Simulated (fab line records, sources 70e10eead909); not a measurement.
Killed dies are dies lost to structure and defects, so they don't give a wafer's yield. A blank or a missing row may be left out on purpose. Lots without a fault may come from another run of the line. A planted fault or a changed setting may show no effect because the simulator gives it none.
Chamber matching | flow nand_harc | NHARC_A_SGD_CUT_DEP_00 on pecvd-01: 3 sister chambers
The step deposits SiNx, target thk 50 nm. 14 wafers are shown with their chamber, then 7 later ones without.

WAFERS WITH THEIR CHAMBER
wafer  | chamber | heater_power_w (W)
L074.1 | 2       | 746
L074.2 | 1       | 693
L074.6 | 1       | 670
L076.1 | 1       | 723
L076.2 | 2       | 696
L076.6 | 1       | 722
L079.4 | 2       | 733
L079.5 | 0       | 665
L079.6 | 1       | 648
L085.1 | 1       | 725
L085.2 | 0       | 571
L085.4 | 1       | 713
L083.1 | 2       | 740
L083.3 | 1       | 642

SIGNATURES (means of the wafers above)
reading        | chamber 0 | chamber 1 | chamber 2 | scatter within a chamber
heater_power_w | 618.00    | 692.00    | 728.75    | 36
Rule: a wafer's distance from a chamber is the root of the sum, over the readings, of the square of ((its reading less the chamber's mean) divided by the reading's scatter). The wafer belongs to the nearest chamber; if the next one is less than 2 further off, it can't be placed. The scatter: the root of (the sum of the squares of (reading less its chamber's mean) over the shown wafers, divided by (wafers less chambers)).

WAFERS WITHOUT THEIR CHAMBER
wafer  | heater_power_w (W)
L083.6 | 650
L087.1 | 677
L087.5 | 642
L087.6 | 591
L091.1 | 713
L091.4 | 659
L091.6 | 718

WHICH CHAMBER EACH WENT THROUGH
wafer  | from the rows above          | in truth
L083.6 | can't be placed: 0 or 1 or 2 | 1
L087.1 | can't be placed: 1 or 2 or 0 | 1
L087.5 | can't be placed: 0 or 1 or 2 | 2
L087.6 | 0                            | 0
L091.1 | can't be placed: 2 or 1      | 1
L091.4 | can't be placed: 1 or 0 or 2 | 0
L091.6 | can't be placed: 2 or 1      | 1
Placed correctly: 1 of 7. Can't be placed from these rows: 6 (the true chamber is among the candidates in 6). Placed wrongly: 0.
